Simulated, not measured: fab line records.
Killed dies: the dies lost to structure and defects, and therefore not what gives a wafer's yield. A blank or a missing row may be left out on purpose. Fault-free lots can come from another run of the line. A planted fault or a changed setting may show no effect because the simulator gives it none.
fab line records -- flow n5Finfet
record: lots: 4, wafers: 10, lastDay: 18
route steps=1938 shown BEOL_M1@832 BEOL_M2@841 BEOL_M4@1111 PASSIVATION@1936
lots that met no fault: from a run of the same line without faults
startH: the number of hours between the record's first day and the start of the first shown wafer of the lot -- waitH: hours from the lot's prior step to this one -- " the same as in the row above -- L1.1+2: a single row standing in for several wafers -- - no value present, or no start provided -- * or withheld: withheld -- < > ~ a bound
route shown NAME@n: NAME is a module with steps in the file, n the number in the route of the first one -- usual: mean and standard deviation over wafers with no fault -- same: alike in all rows -- chamber/n: place in a boat -- sites: the reading at each site -- _std_site: the standard deviation of these -- _edge_site: inner sites' mean taken away from outer sites' mean -- radiusMm: for every site, how far away it sits from the centre of the wafer -- mask NAME#n: copy n -- behind: tool/chamber where the wafer was last shaped -- hold: why the lot went on hold/how many hours it stayed there/how the hold came to an end -- device: the n, p or np transistor that did not switch -- end of line: the same wafers' tests at the end of the route -- step lacking rows: just its recipe -- killed: dies that structure and defects cost at the first sort, which is not the same as the wafer's yield -- map: shows each die of a wafer: x if killed, . if not, _ if none is there
set.NAME: the setting as run; set.NAME@STEP: as run at that earlier step -- model.NAME: the simulator's own value behind a step, which no gauge read
lots at selected steps of the route; one table per step, one row per wafer
services: a tool's chamber out of use, with start hour (startH, from the record's first day; less than 0 if before it), hours out, and reason
== steps ==
step: N5_BEOL_M1_ANNEAL_51
recipe: tempC: 225, timeS: 90, ambient: N2
step: N5_BEOL_M1_CMP_52
recipe: stopOn: SiOC, tOverpolishS: 6.8, downForcePsi: 1, platenRpm: 50, clearingPlatenDownForcePsi: 1.5, clearingPlatenRpm: 50, postCmpClean: cuAlkaline, targetThkNm: 40, clearingPlatenPadVelocityMS: 0.99484, padVelocityMS: 0.99484
step: N5_BEOL_M1_PRE_CLEAN_60
recipe: gas: NH3/H2, timeS: 15, tempC: *, rfPowerW: 300
step: N5_BEOL_M1_CO_CAP_55
recipe: material: Co, targetThkA: 20, tempC: 200, precursor: CCTBA/H2, pressureTorr: 30, timeS: 102.1
step: N5_BEOL_M1_PRE_CLEAN_56
recipe: gas: NH3, timeS: 15, tempC: withheld, rfPowerW: 300
step: N5_BEOL_M1_DEP_57
recipe: material: SiCN, targetThkA: 80, tempC: withheld, precursor: 3MS/NH3, pressureTorr: 3, rfW: 202, timeS: 14
step: N5_BEOL_M2_ILD_DEP_00
recipe: material: SiOC, targetThkA: 790, tempC: 350, precursor: DEMS/O2, pressureTorr: 5, rfW: 500, timeS: 15.3
step: N5_BEOL_M2_PECVD_72
recipe: material: SiO2, targetThkA: 160, tempC: 400, precursor: TEOS/O2, pressureTorr: 5.5, rfW: 450, teosFlowSccm: 53.8, gas: O2, flowSccm: 3000, timeS: 18
step: N5_BEOL_M2_HM_DEP_02
recipe: material: TiN, targetThkA: 200, tempC: 25, chamberPressurePa: 0.49996
usual: substrateTempC: 25.00/0.11, susceptorTempC: 25.00/0.11, throttleValvePct: 30.3/0.94
lot.wafer,tool,chamber,startH,waitH,substrateTempC,susceptorTempC,throttleValvePct,model.TiN_of_BEOL_M2_HM_DEP_02.thkNm
L486.1,pvdSputter-02,-,185.29,1.6,25.06,25.14,31.9,19.8
L486.2,pvdSputter-02,-,185.29,1.6,24.94,24.89,29.5,20.4
L486.5,pvdSputter-02,-,185.29,1.6,24.83,25.03,29.7,20.4
L487.1,pvdSputter-02,-,186.12,0.0,25.04,25.03,29.3,26.8
L487.2,pvdSputter-02,-,186.12,0.0,25.14,24.90,30.2,19.6
L487.3,pvdSputter-02,-,186.12,0.0,24.99,25.02,29.8,20.4
L489.4,pvdSputter-02,-,202.26,2.2,24.99,24.86,30.0,20.4
L489.5,pvdSputter-02,-,202.26,2.2,24.94,25.09,29.6,27
L501.1,pvdSputter-03,-,274.80,1.1,24.96,24.79,28.9,20.6
L501.5,pvdSputter-03,-,274.80,1.1,25.05,24.90,30.7,20.6
step: N5_BEOL_M2_COAT_61
recipe: resist: SOC, tempC: 250, timeS: 60, spinRpm: 1500, resistThkNm: 60
step: N5_BEOL_M2_COAT_62
recipe: resist: SiARC, tempC: 220, timeS: 60, spinRpm: 1500, resistThkNm: 12
step: N5_BEOL_M2_COAT_73
recipe: resist: underlayer, tempC: 205, timeS: 60, spinRpm: 1500, resistThkNm: 5
step: N5_BEOL_M2_COAT_05
recipe: resist: CAR-EUV, spinRpm: 1500, resistThkNm: 30
step: N5_BEOL_M2_EBR_07
recipe: solvent: PGMEA, ebrWidthMm: 1.5
step: N5_BEOL_M2_SOFTBAKE_06
recipe: tempC: 110, timeS: 60, resist: CAR-EUV
step: N5_BEOL_M2_EXPOSE_08
recipe: maskId: M2, na: 0.33, sourceShape: dipole, sigmaInner: 0.369, sigmaOuter: 0.767, polarization: unpolarized, doseMj: 41.25
step: N5_BEOL_M2_PEB_09
recipe: pebTempC: 100, pebTimeS: 60, resist: CAR-EUV
step: N5_BEOL_M2_DEVELOP_10
recipe: developTimeS: 30, developer: TMAH, resist: CAR-EUV, rinseLiquid: surfactantRinse, dry: airSpin, devTempC: 23
step: N5_BEOL_M2_DESCUM_16
recipe: chemistry: O2, timeS: 7, sourcePowerW: 50, biasPowerW: 20, pressureMtorr: 20, rfFrequencyHz: 2.712e+07, tempC: 40, resist: CAR-EUV, o2FlowSccm: 225
step: N5_BEOL_M2_ETCH_74
recipe: chemistry: N2/H2, target: underlayer, targetDepthA: 65, maskMaterial: CAR-EUV, timeS: 5.2, ionEnergyEv: 200, pressureMtorr: 30, sourceW: 840, biasW: 150, n2FlowSccm: 200, h2FlowSccm: 200, ends: cleared
step: N5_BEOL_M2_ETCH_63
recipe: chemistry: CF4, target: SiARC, targetDepthA: 156, maskMaterial: CAR-EUV, timeS: 26, ionEnergyEv: 80, pressureMtorr: 40, sourceW: 545, biasW: 36, Ar_flow_sccm: 100, cf4FlowSccm: 100, ends: cleared
step: N5_BEOL_M2_ETCH_64
recipe: chemistry: N2/H2, target: SOC, targetDepthA: 750, overetchA: 225, maskMaterial: SiARC, tempC: 40, timeS: 121.9, ionEnergyEv: 200, pressureMtorr: 30, sourceW: 840, biasW: 150, n2FlowSccm: 200, h2FlowSccm: 200
step: N5_BEOL_M2_STRIP_65
recipe: chemistry: N2/H2, tempC: 40, n2FlowSccm: 200, h2FlowSccm: 200, rfFrequencyHz: 6e+07
step: N5_BEOL_M2_STRIP_75
recipe: chemistry: N2/H2, tempC: 40, n2FlowSccm: 200, h2FlowSccm: 200, rfFrequencyHz: 6e+07
step: N5_BEOL_M2_STRIP_66
recipe: chemistry: CF4, resist: SiARC, powerW: 300, biasPowerW: 75, pressureMtorr: 50, cf4FlowSccm: 150, rfFrequencyHz: 6e+07
step: N5_BEOL_M2_HM_OPEN_17
recipe: chemistry: Cl2/BCl3, targetDepthA: 200, overetchA: 60, target: TiN, maskMaterial: SOC, ionEnergyEv: 150, pressureMtorr: 10, icpW: 1000, biasW: 126, Cl2_flow_sccm: 53.25, bcl3FlowSccm: 21.75, Ar_flow_sccm: 25
usual: chamberPressureMTorr: 10.000/0.01, drypumpMotorCurrentA: 5.64/0.26, oes_ar_750_au: 0.79/0.14, oesProductAu: 0.68/0.12, throttleValvePct: 22.44/0.19
lot.wafer,tool,chamber,startH,waitH,chamberPressureMTorr,drypumpMotorCurrentA,oes_ar_750_au,oesProductAu,rfHoursCounterH,throttleValvePct,model.etch.depthNm
L486.1,rieMetal-02,1,186.10,0.0,10.008,5.78,0.96,0.79,4,22.31,19.86
L486.2,rieMetal-02,0,186.10,0.0,9.996,5.28,0.59,0.52,127,22.44,20.35
L486.5,rieMetal-02,1,186.10,0.0,10.001,5.80,0.96,0.81,-,22.27,20.45
L487.1,rieMetal-03,0,186.90,0.0,9.987,5.98,0.61,0.60,121,22.44,25.08
L487.2,rieMetal-03,1,186.90,0.0,10.000,5.49,0.74,0.64,45,22.29,19.67
L487.3,rieMetal-03,1,186.90,0.0,10.009,5.49,0.74,0.65,-,22.28,20.4
L489.4,rieMetal-03,1,203.06,0.1,9.996,5.47,0.73,0.65,-,22.29,20.47
L489.5,rieMetal-03,1,203.06,0.1,9.984,5.49,0.73,0.74,-,22.15,25.22
L501.1,rieMetal-01,0,275.70,0.0,10.000,5.40,0.83,0.72,20,22.46,20.56
L501.5,rieMetal-01,0,275.70,0.0,10.022,5.39,0.84,0.72,-,22.45,20.61
step: N5_BEOL_M2_STRIP_19
recipe: chemistry: O2, powerW: 400, tempC: 40, pressureMtorr: 30, rfFrequencyHz: 6e+07, biasPowerW: 0, overashFraction: 0.2, o2FlowSccm: 225
step: N5_BEOL_M2_COAT_67
recipe: resist: SOC, tempC: 250, timeS: 60, spinRpm: 1500, resistThkNm: 60
step: N5_BEOL_M2_COAT_68
recipe: resist: SiARC, tempC: 220, timeS: 60, spinRpm: 1500, resistThkNm: 12
step: N5_BEOL_M2_COAT_76
recipe: resist: underlayer, tempC: 205, timeS: 60, spinRpm: 1500, resistThkNm: 5
step: N5_BEOL_M2_COAT_22
recipe: resist: CAR-EUV, spinRpm: 1500, resistThkNm: 30
step: N5_BEOL_M2_EBR_24
recipe: solvent: PGMEA, ebrWidthMm: 1.5
step: N5_BEOL_M2_SOFTBAKE_23
recipe: tempC: 110, timeS: 60, resist: CAR-EUV
step: N5_BEOL_M2_EXPOSE_25
recipe: maskId: V1, na: 0.33, sourceShape: quasar, sigmaInner: 0.2, sigmaOuter: 0.8, polarization: unpolarized, defocusNm: 5, doseMj: 63
step: N5_BEOL_M2_TRENCH_ETCH_37
recipe: chemistry: C4F6/O2, targetDepthA: 555.55, target: SiOC, timeS: 29.2, ionEnergyEv: 250, pressureMtorr: 30, sourceW: 355, biasW: 185, Ar_flow_sccm: 300, C4F6_flow_sccm: 10, O2_flow_sccm: 10
usual: chamberPressureMTorr: 29.998/0.029, drypumpMotorCurrentA: 5.8/0.39, oes_ar_750_au: 0.82/0.094, oesProductAu: 0.82/0.099, rfVppV: 673/22, showerheadPlenumPTorr: 2.87/0.066, throttleValvePct: 20.78/0.23
lot.wafer,tool,chamber,startH,waitH,chamberPressureMTorr,drypumpMotorCurrentA,oes_ar_750_au,oesProductAu,rfHoursCounterH,rfVppV,showerheadPlenumPTorr,throttleValvePct,model.TiN_of_BEOL_M2_HM_DEP_02.thkNm
L487.1,rieDiel-04,0,-,-,29.957,5.3,0.69,0.69,248,696,2.93,21.30,24.4
L487.2,rieDiel-04,2,-,-,30.017,5.9,0.79,0.83,111,693,2.97,20.89,17.2
L487.3,rieDiel-04,3,-,-,30.005,5.3,0.73,0.72,235,608,2.80,21.08,18
L486.1,rieDiel-06,2,-,-,30.000,6.4,0.93,0.95,18,703,2.88,20.49,17.4
L486.2,rieDiel-06,0,-,-,29.975,5.3,0.68,0.67,214,641,2.75,21.20,18.2
L486.5,rieDiel-06,1,-,-,30.006,6.5,0.98,0.99,-,693,2.92,20.53,18
L489.4,rieDiel-06,0,-,-,29.978,5.4,0.67,0.67,224,639,2.75,21.21,18.2
L489.5,rieDiel-06,1,-,-,29.987,6.5,0.94,0.96,-,691,2.92,20.54,24.4
L501.1,rieDiel-04,2,-,-,30.016,5.9,0.77,0.77,148,693,2.96,20.94,18.2
L501.5,rieDiel-04,1,-,-,30.050,5.4,0.94,0.93,-,657,2.88,20.49,18.2
step: N5_BEOL_M2_OCD_MEAS_38
usual: trenchDepthNm: 55.9/1.3
lot.wafer,tool,chamber,startH,waitH,trenchDepthNm
L487.1,ocd-01,-,192.01,-,43.9
L487.2,ocd-01,-,192.01,-,57.8
L487.3,ocd-01,-,192.01,-,56.1
L486.1,ocd-02,-,192.04,-,56.0
L486.2,ocd-02,-,192.04,-,53.3
L486.5,ocd-02,-,192.04,-,58.7
L489.4,ocd-02,-,219.55,-,53.8
L489.5,ocd-02,-,219.55,-,45.8
L501.1,ocd-01,-,281.66,-,56.1
L501.5,ocd-01,-,281.66,-,55.8
step: N5_BEOL_M4_RC_MEAS_101
usual: DIBL_N: 36.1/2, DIBL_P: 36.3/2.5, IOFF_N: 0.16/0.037, IOFF_P: 0.21/0.039, ION_N: 678/15, ION_P: 465/8.7, SS_N: 71.4/0.7, SS_P: 73.3/0.74, VT_N: 249/3.6, VT_P: -250.0/2.9
lot.wafer,tool,chamber,startH,waitH,DIBL_N[mV/V],DIBL_P[mV/V],IOFF_N[nA/um],IOFF_P[nA/um],ION_N[uA/um],ION_P[uA/um],SS_N[mV/dec],SS_P[mV/dec],VT_N[mV],VT_P[mV]
L486.1,prober-02,0,232.92,0.0,34.1,35.9,0.13,0.16,673,463,70.8,72.2,253,-254.6
L486.2,prober-02,0,232.92,0.0,34.2,36.3,0.13,0.16,677,459,70.8,72.2,252,-255.3
L486.5,prober-02,0,232.92,0.0,37.2,39.5,0.19,0.22,695,469,71.4,73.8,247,-253.5
L487.1,prober-01,0,233.68,0.0,34.4,34.5,0.13,0.19,663,462,71.1,72.9,252,-249.8
L487.2,prober-01,0,233.68,0.0,35.5,35.7,0.14,0.22,682,472,71.6,72.9,250,-248.9
L487.3,prober-01,0,233.68,0.0,39.3,39.2,0.22,0.28,669,464,72.4,73.9,249,-246.1
L489.4,prober-01,0,256.32,0.5,34.7,33.0,0.13,0.19,670,457,70.6,72.4,251,-249.3
L489.5,prober-01,0,256.32,0.5,35.3,33.8,0.13,0.20,657,465,71.1,73.2,252,-250.4
L501.1,prober-02,0,313.10,0.0,34.4,35.3,0.13,0.20,663,456,70.3,73.5,250,-248.7
L501.5,prober-02,0,313.10,0.0,32.6,32.2,0.11,0.16,674,474,70.5,72.4,252,-252.8
step: N5_PASSIVATION_PROBE_49
usual: defectLimitedYield: 91.1/1.3, killed_at_M0_to_M3: 32/9.7, killed_at_M4_up: 16/6, killedAtContacts: 12/5.9, killedAtFrontEnd: 41/11, killedAtOther: 4/3.1, killedDies: 104/16, killedOpen: 68/12, killedShort: 34/7.4, sort_bin_5_function: 5.1/0.85, sort_bin_6_memory: 3.3/0.66, sortNPass: 1075/16, sortYieldPct: 91.1/1.4
same: grossDies: 1180, killedAtBackSide: 0, sort_bin_4_leakage[%]: 0, sort_bin_8_speed[%]: 0
lot.wafer,tool,chamber,startH,waitH,defectLimitedYield[%],killed_at_M0_to_M3,killed_at_M4_up,killedAtContacts,killedAtFrontEnd,killedAtOther,killedDies,killedOpen,killedShort,sort_bin_5_function[%],sort_bin_6_memory[%],sortNPass,sortYieldPct[%]
L487.1,prober-02,-,343.25,0.0,83.2,145,14,15,22,2,198,71,20,13.6,3.1,982,83.2
L487.2,prober-02,-,343.30,0.1,91.6,27,12,18,36,6,99,59,28,4.3,3.0,1081,91.6
L489.5,prober-02,-,366.15,0.2,72.5,230,13,22,56,3,324,89,40,22.3,4.7,856,72.5
killed by level:class
L487.1 BEOL_M2:areaOpen=107 MOL_CONTACT_COAG:geometricParticle:open=14 BEOL_M2:geometricParticle:open=11 BEOL_M0_SAQP:geometricParticle:short=7 BEOL_M3:geometricParticle:open=7 BEOL_M4:geometricParticle:open=6 BEOL_M0_SAQP:geometricParticle:open=5 FIN_SAQP:geometricParticle:open=4
L487.2 MOL_CONTACT_COAG:geometricParticle:open=15 HKMG_FIN:areaEtch=12 BEOL_M0_SAQP:geometricParticle:short=8 DUMMY_GATE:geometricParticle:short=6 BEOL_M0_SAQP:geometricParticle:open=6 STARTING-WAFER:geometricParticle:short=6 DUMMY_GATE:geometricParticle:open=5 BEOL_M1:geometricParticle:open=5
L489.5 BEOL_M2:areaOpen=192 MOL_CONTACT_COAG:geometricParticle:open=17 FIN_SAQP:geometricParticle:open=15 BEOL_M0_SAQP:geometricParticle:short=9 DUMMY_GATE:geometricParticle:open=8 BEOL_M0_SAQP:geometricParticle:open=8 BEOL_M1:geometricParticle:open=8 STI_FIN_REVEAL:geometricParticle:open=7
map L487.1 (x killed, . not)
_________________........x...________________
______________..............x..._____________
___________...............x........__________
__________..x......................._________
________..x......x.....x...x.x...x...._______
_______..........x.....x..x.x.......x..______
______......x.....x...x................._____
_____.......xx................x..........____
____x..x...........x..x................x..___
___.....x...x..x...xx..x..xx.x.............__
___......x.....x.x.xxxxxxx..x...x.x........__
__.............x.x..xxxx.x.x.x.xx.x..x....x._
__...........x...xx.xxx.x.x..xx..x.........x_
_..............x.x....x.x..x.x...x...........
_.....x..........x.x.xxxxx.xx.........x......
_.xx................xx.xx...x................
_......x.........x....x.....x...........x....
_..x...............x....x..x...........x.....
_......x...x.x......x....xxxxx...............
_.x..........x.....xx..xx.x.x................
_..............x.x.xxx...xx....x.............
__...........x.x...xxxxxx.x................._
__.............xx...xxxxx..x..xx.x.........._
___..x.........xx.x.xxxxxxx..x.............__
___...x...........x.x..x.xx.x..........x..x__
____........x...x.......x.xx..............___
_____......x.x.x........x............xx.x____
______x........................xx......._____
_______...........x.............x......______
________.................x.........xx._______
__________.........................x_________
___________.....x..................__________
______________.................._____________
_________________...........x________________
map L489.5 (x killed, . not)
_________________..x....x....________________
______________.x....x..x......x._____________
___________....x....x..x.x.x..x.x..__________
__________.x.....x..x.....x........._________
________...xx..x.........x..x.....x..._______
_______...xx.x.x........xx.x...x....x..______
______.....x.........x..x....x.x.....xxx_____
_____....x.........x..x.....xx....x......____
____.x...xxxx.xx......xxx....x..........x.___
___......x.xx......x...xxxx.x.x............__
___.xx..x.........xx.xx..................x.__
__.....x..xx.x..x..xxxx.x....xxx.xxx..x....._
__....x...xxxxxxx.xx....x...x..x.xx.....x..._
_.x.......xxxx.x.xx........xxxx.x........x...
_.....xxx.xx.x.xx..x..xx....x..x.xx...x......
_.....x..x.xxx.x.....x.x..xx.xxxx.....x..x...
_......xxx.x.x.x..x........x.xxx...x.x.x.....
_..xxx...x.x..x....x...xx..x.xxx.x....x......
_.......x..x...x..x...xx..x.x..x..x.......xxx
_.x....x..x.x.....xx....x.x..x...............
_x.........x.......x....xx.x.x........xx.....
__..x......x..x..x.x..xxxx.............x...x_
__.........xxx...x.x.xx.xx....x...x....x...x_
___.....xx.xx....x.x.xx........x..x.x......__
___.x....xx..x.xx..x.xxxx.....x.x...xx.x...__
____x.x....x.xx...xxx...xx.....x..xxx.....___
_____......x.x..x.....xx...x...x..x..x.x.____
______....x........x...x.x.xx.x.x....xxx_____
_______x...............x....x...x...x.x______
________...x.......xxxxx........x....._______
__________......x..x..........x..x.._________
___________....................x...__________
______________.x............x.x._____________
_________________........x.x.________________
== services ==
tool,chamber,startH,hours,kind
rieDiel-06,1,163.37,-,clean
rieDiel-06,1,163.37,-,consumableReplace:focusRing
rieDiel-06,1,163.37,11.2,scheduledDown
rieDiel-06,1,163.37,11.2,ventCycle
rieDiel-04,2,175.54,3.6,repair
rieMetal-03,0,188.68,12.9,repair
rieDiel-04,0,197.28,-,clean
rieDiel-04,0,197.28,-,consumableReplace:focusRing
rieDiel-04,0,197.28,12.2,scheduledDown
rieDiel-04,0,197.28,12.2,ventCycle
rieMetal-02,0,223.46,-,clean
rieDiel-04,1,229.60,-,clean
rieDiel-04,1,229.60,-,consumableReplace:focusRing
rieDiel-04,1,229.60,21.3,scheduledDown
rieDiel-04,1,229.60,21.3,ventCycle
rieMetal-03,0,243.12,-,clean
rieMetal-03,0,243.12,20.8,scheduledDown
rieMetal-03,0,243.12,20.8,ventCycle
rieDiel-04,3,250.90,-,clean
rieDiel-04,3,250.90,-,consumableReplace:focusRing
rieDiel-04,3,250.90,25.0,scheduledDown
rieDiel-04,3,250.90,25.0,ventCycle
rieDiel-04,1,252.29,3.0,repair
rieDiel-06,2,275.94,2.5,repair
== key ==
firstSign: step: N5_BEOL_M2_OCD_MEAS_38, reading: trenchDepthNm, direction: down, sigmas: 8.6, usual: 55.9, struck: 44.8
effect: step: N5_PASSIVATION_PROBE_49, reading: killed_at_M0_to_M3, direction: up, sigmas: 16, usual: 32, struck: 188
modelEffect: step: N5_BEOL_M2_HM_DEP_02, value: TiN_of_BEOL_M2_HM_DEP_02.thkNm, without: 20.3, struck: 26.9
modelEffect: step: N5_BEOL_M2_HM_OPEN_17, value: etch.depthNm, without: 20.35, struck: 25.15
modelEffect: step: N5_BEOL_M2_TRENCH_ETCH_37, value: TiN_of_BEOL_M2_HM_DEP_02.thkNm, without: 18, struck: 24.4
moreKillsBornAt: N5_BEOL_M2_HM_OPEN_17@rieMetal-03: 299
metAt N5_BEOL_M2_HM_DEP_02
struckWafers L487.1,L489.5
baselineLoss: step: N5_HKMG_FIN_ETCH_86, wafers: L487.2
onsetBetween 185.29 186.12
fault: kind: processParameterDrift, tool: pvdSputter-02, chamber: -, onsetH: 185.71, steps: N5_BEOL_M2_HM_DEP_02, channel: targetThkA, offset: *, shape: step, endH: 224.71, scope: struckWafersOnly, actsIn: *, stated: *
baselineLoss: these wafers lose ten dies or more at that step, a loss of the line's own and not of a fault; the sort's usual values leave them out
